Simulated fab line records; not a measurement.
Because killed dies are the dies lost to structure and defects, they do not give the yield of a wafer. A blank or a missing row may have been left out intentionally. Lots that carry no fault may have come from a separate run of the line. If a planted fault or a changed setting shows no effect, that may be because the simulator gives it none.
Which tool was responsible? ; flow n5-finfet ; 42 wafers from 14 lots sampled at 6 of the route's 1938 steps

WHAT THE GAUGES READ, wafer by wafer
N5_BEOL_M3_THK_MEAS_01.
lot;measured;on;M3_ILD_THK (nm)
L595;day 7 14:11;film-metro-01;77.5 77.0 78.7
L594;day 7 14:18;film-metro-02;79.8 78.9 79.6
L596;day 7 17:30;film-metro-02;77.7 78.1 78.8
L597;day 8 03:55;film-metro-01;77.6 78.7 79.0
L599;day 8 21:20;film-metro-02;77.3 78.6 79.0
L601;day 9 02:05;film-metro-02;79.1 78.4 79.1
L602;day 9 04:01;film-metro-01;78.5 79.3 77.1
L603;day 9 15:28;film-metro-02;77.1 77.6 79.2
L604;day 9 16:01;film-metro-02;77.9 80.6 79.6
L605;day 9 20:07;film-metro-02;79.3 77.9 79.1
L609;day 11 10:43;film-metro-02;78.1 79.7 79.7
L613;day 12 13:34;film-metro-01;49.3 79.4 80.8
L614;day 12 21:24;film-metro-02;49.2 79.4 79.2
L617;day 14 03:08;film-metro-02;77.0 78.0 78.0

N5_BEOL_M4_RC_MEAS_101.
lot;measured;on;DIBL_N (mV/V);DIBL_P (mV/V);IOFF_N (nA/um);IOFF_P (nA/um);ION_N (uA/um);ION_P (uA/um);SS_N (mV/dec);SS_P (mV/dec);VT_N (mV);VT_P (mV)
L595;day 8 09:57;prober-01;31.8 34.7 31.2;30.7 35.7 30.9;0.109 0.146 0.097;0.15 0.21 0.15;658 667 652;457 465 457;71.1 72.3 70.0;71.7 73.5 71.7;253 250 256;-253 -249 -250
L594;day 8 19:02;prober-02;36.0 35.5 38.2;35.6 35.7 37.7;0.173 0.165 0.214;0.22 0.23 0.27;682 682 690;468 468 469;71.7 71.4 71.7;73.0 73.1 73.6;248 247 246;-247 -244 -242
L596;day 8 23:17;prober-02;32.9 34.7 35.1;32.2 34.7 35.1;0.110 0.137 0.147;0.18 0.21 0.22;663 678 680;462 472 464;69.8 70.9 71.3;72.5 72.8 72.7;255 250 252;-249 -248 -249
L597;day 9 04:28;prober-01;33.5 33.3 34.0;33.1 32.9 33.4;0.131 0.129 0.138;0.17 0.17 0.16;676 670 675;461 453 460;71.2 71.2 70.9;72.3 73.0 73.1;249 251 253;-254 -255 -254
L599;day 9 19:20;prober-02;33.6 31.6 31.3;34.0 31.3 31.5;0.139 0.109 0.106;0.22 0.18 0.18;672 659 655;467 467 457;71.6 70.8 70.6;73.1 71.9 71.9;250 252 253;-246 -249 -247
L601;day 10 21:08;prober-01;35.0 34.8 35.4;34.1 33.8 34.2;0.118 0.119 0.134;0.16 0.15 0.16;657 654 675;451 450 453;71.6 71.5 71.7;72.6 72.9 72.6;257 255 253;-256 -261 -255
L602;day 10 14:44;prober-01;35.6 33.0 37.3;36.1 33.0 38.3;0.139 0.098 0.168;0.21 0.17 0.24;675 654 690;467 456 474;71.7 70.8 72.6;73.2 72.1 74.0;250 256 248;-250 -252 -245
L603;day 11 08:31;prober-02;35.2 36.0 34.7;34.4 35.8 34.0;0.143 0.156 0.136;0.19 0.21 0.19;676 678 671;462 466 462;71.2 72.0 71.2;73.3 74.1 73.2;252 249 251;-253 -250 -253
L604;day 11 06:17;prober-01;32.3 35.7 34.8;30.9 36.4 34.2;0.105 0.159 0.141;0.15 0.22 0.19;663 677 673;458 466 463;70.3 71.0 70.4;72.7 73.3 73.2;255 248 251;-251 -246 -248
L605;day 11 10:08;prober-01;34.9 35.5 34.3;33.6 35.2 33.2;0.126 0.131 0.118;0.17 0.18 0.16;671 661 664;460 459 454;71.2 70.9 70.7;72.4 73.8 72.8;255 254 254;-254 -254 -256
L609;day 13 04:05;prober-01;34.3 37.8 39.0;32.9 37.6 37.7;0.113 0.182 0.201;0.21 0.30 0.29;654 681 676;457 475 466;70.6 71.5 72.7;72.9 73.5 74.2;259 249 249;-250 -243 -243
L613;day 14 05:53;prober-01;36.4 33.3;36.0 32.2;0.156 0.106;0.22 0.16;676 656;475 455;71.6 70.8;73.7 71.9;252 255;-248 -252
L614;day 14 18:57;prober-01;37.4 36.3;38.1 36.9;0.175 0.154;0.26 0.23;675 674;472 472;71.4 71.2;73.6 72.7;249 251;-247 -250
L617;day 15 04:52;prober-01;35.0 34.8 35.2;35.3 36.6 35.1;0.138 0.135 0.132;0.21 0.23 0.21;667 661 677;463 462 474;71.1 71.2 71.0;73.1 73.1 73.1;249 249 249;-248 -247 -248

TOOL THAT RAN EACH LOT (tool first, then ch and the chambers of the sampled wafers, then the start)
lot;N5_BEOL_M2_ANNEAL_93;N5_BEOL_M2_PRE_CLEAN_60;N5_BEOL_M2_DEP_57;N5_BEOL_M3_ILD_DEP_00
L595;pvd-sputter-03, day 7 12:35;cvd-co-01 ch 0,1, day 7 13:47;pecvd-03 ch 0,2, day 7 13:59;pecvd-02 ch 1,2, day 7 14:07
L594;pvd-sputter-01, day 7 12:44;cvd-co-02 ch 0,2, day 7 13:56;pecvd-01 ch 0,1,2, day 7 14:06;pecvd-01 ch 1,2, day 7 14:14
L596;pvd-sputter-02, day 7 15:58;cvd-co-02 ch 1,2, day 7 17:08;pecvd-01 ch 1,2, day 7 17:18;pecvd-01 ch 0,1,2, day 7 17:26
L597;pvd-sputter-01, day 8 02:21;cvd-co-01 ch 0,1,2, day 8 03:32;pecvd-01 ch 1,2, day 8 03:43;pecvd-02 ch 0,2, day 8 03:51
L599;pvd-sputter-02, day 8 17:08;cvd-co-01 ch 0,1,2, day 8 20:59;pecvd-04 ch 0,2, day 8 21:08;pecvd-01 ch 0,1,2, day 8 21:16
L601;pvd-sputter-03, day 8 22:47;cvd-co-02 ch 0,2, day 9 01:43;pecvd-03 ch 0,1,2, day 9 01:53;pecvd-01 ch 1,2, day 9 02:01
L602;pvd-sputter-02, day 9 00:56;cvd-co-01 ch 0,1,2, day 9 03:40;pecvd-04 ch 0,1,2, day 9 03:49;pecvd-02 ch 0,1, day 9 03:56
L603;pvd-sputter-01, day 9 12:37;cvd-co-01 ch 1,2, day 9 15:04;pecvd-03 ch 0,1, day 9 15:14;pecvd-02 ch 0,1,2, day 9 15:23
L604;pvd-sputter-01, day 9 14:28;cvd-co-01 ch 0,1,2, day 9 15:40;pecvd-01 ch 0,2, day 9 15:49;pecvd-02 ch 0,2, day 9 15:57
L605;pvd-sputter-01, day 9 17:54;cvd-co-02 ch 1,2, day 9 19:43;pecvd-03 ch 0,1, day 9 19:54;pecvd-01 ch 0,2, day 9 20:03
L609;pvd-sputter-03, day 11 07:09;cvd-co-02 ch 0,1, day 11 10:22;pecvd-03 ch 0,2, day 11 10:32;pecvd-01 ch 0,1, day 11 10:40
L613;pvd-sputter-01, day 12 11:56;cvd-co-01 ch 0,1,2, day 12 13:13;pecvd-03 ch 0,1, day 12 13:22;pecvd-03 ch 0,2, day 12 13:30
L614;pvd-sputter-01, day 12 19:52;cvd-co-02 ch 0,1,2, day 12 21:03;pecvd-01 ch 0,1,2, day 12 21:13;pecvd-03 ch 0,1,2, day 12 21:20
L617;pvd-sputter-03, day 14 01:34;cvd-co-02 ch 1,2, day 14 02:44;pecvd-01 ch 0,2, day 14 02:55;pecvd-02 ch 1,2, day 14 03:04
- N5_BEOL_M2_ANNEAL_93: time 240 s.
- N5_BEOL_M2_PRE_CLEAN_60: time 15 s.
- N5_BEOL_M2_DEP_57: deposits SiCN from 3MS/NH3, target thk 8 nm, time 14 s.
- N5_BEOL_M3_ILD_DEP_00: deposits SiOC from DEMS/O2, target thk 79 nm, time 15.3 s.

AS READ BY THE TOOLS THEMSELVES (means over the sampled wafers that have a number; for cases with no such wafer, the mark the record gives instead)
N5_BEOL_M2_ANNEAL_93.
lot;tool;heater-power-w (W)
L595;pvd-sputter-03;803
L594;pvd-sputter-01;770
L596;pvd-sputter-02;890
L597;pvd-sputter-01;890
L599;pvd-sputter-02;811
L601;pvd-sputter-03;846
L602;pvd-sputter-02;891
L603;pvd-sputter-01;654
L604;pvd-sputter-01;773
L605;pvd-sputter-01;762
L609;pvd-sputter-03;836
L613;pvd-sputter-01;770
L614;pvd-sputter-01;764
L617;pvd-sputter-03;768

N5_BEOL_M2_PRE_CLEAN_60.
lot;tool;heater-power-w (W)
L595;cvd-co-01;99
L594;cvd-co-02;72
L596;cvd-co-02;79
L597;cvd-co-01;89
L599;cvd-co-01;89
L601;cvd-co-02;71
L602;cvd-co-01;90
L603;cvd-co-01;80
L604;cvd-co-01;90
L605;cvd-co-02;79
L609;cvd-co-02;84
L613;cvd-co-01;91
L614;cvd-co-02;79
L617;cvd-co-02;74

N5_BEOL_M2_DEP_57.
lot;tool;showerhead-plenum-p-Torr (Torr);showerhead-vpp-V (V);throttle-valve-pct (%)
L595;pecvd-03;3.671;855;9.5
L594;pecvd-01;3.667;893;8.7
L596;pecvd-01;3.670;899;8.5
L597;pecvd-01;3.677;910;8.6
L599;pecvd-04;3.652;841;9.0
L601;pecvd-03;3.680;845;9.4
L602;pecvd-04;3.663;872;9.1
L603;pecvd-03;3.671;820;9.2
L604;pecvd-01;3.673;905;8.4
L605;pecvd-03;3.672;838;9.5
L609;pecvd-03;3.661;849;9.3
L613;pecvd-03;3.679;842;9.5
L614;pecvd-01;3.664;891;8.7
L617;pecvd-01;3.662;904;8.5

N5_BEOL_M3_ILD_DEP_00.
lot;tool;heater-power-w (W);showerhead-plenum-p-Torr (Torr);showerhead-vpp-V (V);throttle-valve-pct (%)
L595;pecvd-02;504;5.686;1318;11.2
L594;pecvd-01;430;5.704;1425;11.2
L596;pecvd-01;457;5.698;1406;11.7
L597;pecvd-02;556;5.682;1324;11.6
L599;pecvd-01;404;5.698;1411;11.3
L601;pecvd-01;407;5.699;1413;11.9
L602;pecvd-02;564;5.690;1346;12.1
L603;pecvd-02;547;5.683;1339;11.8
L604;pecvd-02;542;5.677;1342;11.5
L605;pecvd-01;455;5.695;1395;11.0
L609;pecvd-01;424;5.692;1393;12.0
L613;pecvd-03;446;5.697;1350;11.6
L614;pecvd-03;461;5.699;1330;11.9
L617;pecvd-02;562;5.689;1326;11.5

THE ANSWER, worked out from the rows above alone
Rule: the usual values come from the lots themselves. The widest of any qualifying gaps counts: lots, ordered by their means at a reading, are off when they make up no more than a third of the lots, leave a main group of 4 or more, and stand apart from it by 3 or more times the standard deviation of that group's means. If all means in a main group match to the digits the tables above print for the reading, that group is not used. Also off: a lot with no number at a reading for which 4 or more lots have one. Any other lot the step has rows for is counted as sound. First the gauges in route order, then the tools' own readings, where a lot's mean is used as printed above. At the first step where some lot is off, the reading lying furthest off is the one used; lots without a number count as furthest.
Off: at N5_BEOL_M3_THK_MEAS_01 (M3_ILD_THK), L613, L614. For the main group the mean is 78.5 nm and the standard deviation 0.58.
If a tool, at a process step before that reading, ran all the lots that are off and no sound lot after the first of them, it fits. Those tools and the gauges at N5_BEOL_M3_THK_MEAS_01 are tried in the same way. Undecided on this evidence; 2 tools fit (pvd-sputter-01 at N5_BEOL_M2_ANNEAL_93, pecvd-03 at N5_BEOL_M3_ILD_DEP_00).

WHAT THE SIMULATOR HAD INSERTED
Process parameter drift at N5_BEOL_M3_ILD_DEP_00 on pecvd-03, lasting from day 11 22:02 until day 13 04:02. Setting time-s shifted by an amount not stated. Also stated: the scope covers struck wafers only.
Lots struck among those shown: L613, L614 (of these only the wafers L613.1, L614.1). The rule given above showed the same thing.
